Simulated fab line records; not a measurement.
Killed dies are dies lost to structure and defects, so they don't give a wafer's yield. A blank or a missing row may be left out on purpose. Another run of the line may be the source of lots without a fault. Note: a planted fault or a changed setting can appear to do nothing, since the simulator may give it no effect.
Which of the tools did it? ; flow nand harc ; 12 lots, 34 wafers sampled, at 5 steps of a route of 1159

WHAT EACH GAUGE READ, for each wafer
NHARC_END_SORT_01.
lot;measured;on;killed at array;killed at other;killed at periphery;killed dies;killed open;killed short
L531;day 19 16:31;prober-01;22 37 28;0 0 1;4 2 2;26 39 31;2 7 4;1 2 0
L534;day 20 09:37;prober-01;35 36 43;0 1 0;2 4 4;37 41 47;4 4 5;0 2 2
L535;day 20 23:05;prober-01;582 30 33;1 0 0;2 2 4;585 32 37;4 1 4;3 0 2
L537;day 21 09:10;prober-01;589 25;1 3;1 1;591 29;5 1;2 2
L538;day 21 17:44;prober-02;577 23;1 0;0 3;578 26;2 1;3 0
L540;day 22 11:59;prober-01;34 28 26;0 1 1;0 2 1;34 31 28;0 3 2;2 2 0
L544;day 22 17:25;prober-01;44 49 33;1 3 7;4 0 3;49 52 43;5 2 3;1 2 1
L545;day 23 07:44;prober-01;43 46 51;1 0 0;2 0 3;46 46 54;4 1 4;0 1 2
L547;day 23 15:29;prober-01;41 35 32;0 1 1;6 2 3;47 38 36;2 3 3;2 2 3
L548;day 24 04:02;prober-01;47 48 47;0 0 1;0 3 0;47 51 48;4 3 1;1 5 5
L551;day 24 20:26;prober-01;33 33 35;1 0 0;0 1 0;34 34 35;4 2 0;0 1 4
L552;day 24 17:16;prober-02;34 31 26;2 2 6;0 0 1;36 33 33;3 0 2;2 3 1

WHICH TOOL RAN EACH LOT (tool, then ch and the chambers of the sampled wafers, then the start)
lot;NHARC_A_CONTACT_ETCH_75;NHARC_A_CONTACT_ETCH_76;NHARC_A_CONTACT_ETCH_124;NHARC_A_CONTACT_ETCH_127
L531;rie diel-06 ch 1,3, day 17 01:45;rie diel-06 ch 0,2, day 17 01:52;har cap etch-01 ch 0, day 17 02:49;har cap etch-01 ch 0, day 17 03:18
L534;rie diel-09 ch 0,1,3, day 17 21:17;rie diel-09 ch 1,3, day 17 21:29;har cap etch-03 ch 0,1, day 17 22:38;har cap etch-03 ch 0,1, day 17 23:06
L535;rie diel-06 ch 0,2,3, day 18 08:32;rie diel-06 ch 1,3, day 18 08:37;har cap etch-03 ch 0, day 18 09:34;har cap etch-03 ch 0, day 18 10:03
L537;rie diel-06 ch 1,2, day 19 00:15;rie diel-06 ch 1,3, day 19 00:22;har cap etch-01 ch 0,1, day 19 01:42;har cap etch-01 ch 0,1, day 19 02:10
L538;rie diel-06 ch 0,2, day 19 00:18;rie diel-06 ch 0,1, day 19 00:55;har cap etch-02 ch 0, day 19 02:05;har cap etch-02 ch 0, day 19 02:34
L540;rie diel-09 ch 2,3, day 19 12:55;rie diel-09 ch 1,2, day 19 13:01;har cap etch-01 ch 0,1, day 19 14:02;har cap etch-01 ch 0,1, day 19 14:31
L544;rie diel-11 ch 0,1,2, day 20 00:46;rie diel-11 ch 1,2, day 20 00:53;har cap etch-03 ch 0,1, day 20 01:48;har cap etch-03 ch 0,1, day 20 02:17
L545;rie diel-09 ch 0,1,2, day 20 15:52;rie diel-09 ch 1,2, day 20 15:56;har cap etch-01 ch 0,1, day 20 16:57;har cap etch-01 ch 0,1, day 20 17:25
L547;rie diel-09 ch 0,2,3, day 20 18:16;rie diel-09 ch 1,2,3, day 20 18:25;har cap etch-03 ch 0,1, day 20 19:22;har cap etch-03 ch 0,1, day 20 19:50
L548;rie diel-06 ch 2,3, day 21 11:22;rie diel-06 ch 1,3, day 21 11:29;har cap etch-03 ch 0,1, day 21 12:23;har cap etch-03 ch 0,1, day 21 12:53
L551;rie diel-06 ch 0,1,3, day 22 03:20;rie diel-06 ch 1,2,3, day 22 03:32;har cap etch-01 ch 0,1, day 22 04:31;har cap etch-01 ch 0,1, day 22 04:58
L552;rie diel-09 ch 0,2,3, day 22 07:01;rie diel-09 ch 1,2,3, day 22 07:07;har cap etch-02 ch 0,1, day 22 08:04;har cap etch-02 ch 0,1, day 22 08:33
- NHARC_A_CONTACT_ETCH_75: etches the open film in CF4, target depth 39 nm, time 65 s.
- NHARC_A_CONTACT_ETCH_76: etches the open film in N2/H2, target depth 260 nm, time 475.3 s.
- NHARC_A_CONTACT_ETCH_124: etches the open film in C4F8/O2/Ar, time 140 s, target depth 700 nm.
- NHARC_A_CONTACT_ETCH_127: etches the open film in C4F8/O2/Ar, time 155 s, target depth 956 nm.

AS READ BY THE TOOLS THEMSELVES (means over the sampled wafers that have a number; for cases with no such wafer, the mark the record gives instead)
NHARC_A_CONTACT_ETCH_75.
lot;tool;chamber pressure mTorr (mTorr);drypump motor current A (A);mfc ar sccm (sccm);oes product au (a.u.);rf vpp V (V);showerhead plenum p Torr (Torr);throttle valve pct (%)
L531;rie diel-06;50.00;6.1;0.028;0.990;150.7;1.76;13.275
L534;rie diel-09;50.00;5.3;0.018;0.998;151.5;1.74;13.284
L535;rie diel-06;50.01;5.7;0.009;0.991;151.7;1.76;13.284
L537;rie diel-06;50.03;5.3;0.025;1.007;152.6;1.82;13.276
L538;rie diel-06;50.00;5.4;0.004;1.003;151.8;1.89;13.292
L540;rie diel-09;50.04;5.6;0.000;0.996;150.9;1.72;13.290
L544;rie diel-11;50.00;6.1;0.009;0.993;152.6;1.81;13.276
L545;rie diel-09;49.99;5.2;0.018;0.991;152.1;1.76;13.288
L547;rie diel-09;49.97;5.5;0.005;0.995;150.5;1.71;13.275
L548;rie diel-06;49.99;6.0;0.016;1.003;151.7;1.78;13.292
L551;rie diel-06;50.01;5.8;0.021;1.000;151.2;1.80;13.280
L552;rie diel-09;50.03;5.6;0.005;0.992;150.4;1.71;13.280

NHARC_A_CONTACT_ETCH_76.
lot;tool;chamber pressure mTorr (mTorr);drypump motor current A (A);mfc ar sccm (sccm);oes product au (a.u.);rf vpp V (V);showerhead plenum p Torr (Torr);throttle valve pct (%)
L531;rie diel-06;29.991;5.4;0.005;1.000;431.5;2.08;14.172
L534;rie diel-09;30.000;5.1;0.027;1.004;430.8;2.04;14.170
L535;rie diel-06;29.999;5.7;0.035;0.935;429.6;2.04;14.173
L537;rie diel-06;30.022;5.9;0.032;0.913;431.0;2.02;14.177
L538;rie diel-06;29.976;5.5;0.021;0.917;433.8;2.13;14.177
L540;rie diel-09;29.995;5.0;0.027;0.993;431.4;2.08;14.165
L544;rie diel-11;29.977;5.9;0.004;0.999;429.5;2.00;14.176
L545;rie diel-09;29.995;5.3;0.013;0.995;430.9;2.05;14.166
L547;rie diel-09;30.039;5.3;0.013;0.996;430.0;2.00;14.172
L548;rie diel-06;29.991;5.7;0.035;0.992;431.3;2.03;14.179
L551;rie diel-06;30.000;5.7;0.024;0.998;431.3;2.07;14.169
L552;rie diel-09;30.003;5.3;0.013;0.994;429.0;2.00;14.167

NHARC_A_CONTACT_ETCH_124.
lot;tool;chamber pressure mTorr (mTorr)
L531;har cap etch-01;19.994
L534;har cap etch-03;20.009
L535;har cap etch-03;19.996
L537;har cap etch-01;20.000
L538;har cap etch-02;20.013
L540;har cap etch-01;20.027
L544;har cap etch-03;20.010
L545;har cap etch-01;19.994
L547;har cap etch-03;19.983
L548;har cap etch-03;20.011
L551;har cap etch-01;20.010
L552;har cap etch-02;19.997

NHARC_A_CONTACT_ETCH_127.
lot;tool;chamber pressure mTorr (mTorr)
L531;har cap etch-01;19.993
L534;har cap etch-03;20.002
L535;har cap etch-03;20.010
L537;har cap etch-01;20.006
L538;har cap etch-02;19.983
L540;har cap etch-01;20.016
L544;har cap etch-03;20.008
L545;har cap etch-01;20.004
L547;har cap etch-03;19.997
L548;har cap etch-03;19.996
L551;har cap etch-01;20.002
L552;har cap etch-02;20.005

THE ANSWER, worked out from the rows above alone
Rule: the lots themselves supply what counts as usual. Put in order of their means at a reading, lots are off if they are a third of the lots or fewer, leave a main group of 4 or more, and stand apart from it by a gap of 3 or more times the standard deviation of the main group's means; of several such gaps the widest counts. The tables above print the reading to a certain number of digits; a main group whose means all agree to those digits is not used. Also off: a lot with no number at a reading for which 4 or more lots have one. The other lots that the step has rows for count as sound. After the gauges, taken in route order, come the tools' own readings; for these a lot's mean is taken, as printed above. At the first step where some lot is off, the reading lying furthest off is the one used; lots without a number count as furthest.
Off: L535, L537, L538 (NHARC_END_SORT_01, killed at array). Mean 37 and standard deviation 6.7 in the main group.
A tool fits if, at a process step before that reading, it ran every lot that is off, and no sound lot after the first of them. The gauges at NHARC_END_SORT_01 aren't tried: what is off there is off at NHARC_A_CONTACT_ETCH_76 too, on other tools, and a gauge's error can't cause that. Not one of the candidates tried fits.

WHAT THE SIMULATOR PUT IN
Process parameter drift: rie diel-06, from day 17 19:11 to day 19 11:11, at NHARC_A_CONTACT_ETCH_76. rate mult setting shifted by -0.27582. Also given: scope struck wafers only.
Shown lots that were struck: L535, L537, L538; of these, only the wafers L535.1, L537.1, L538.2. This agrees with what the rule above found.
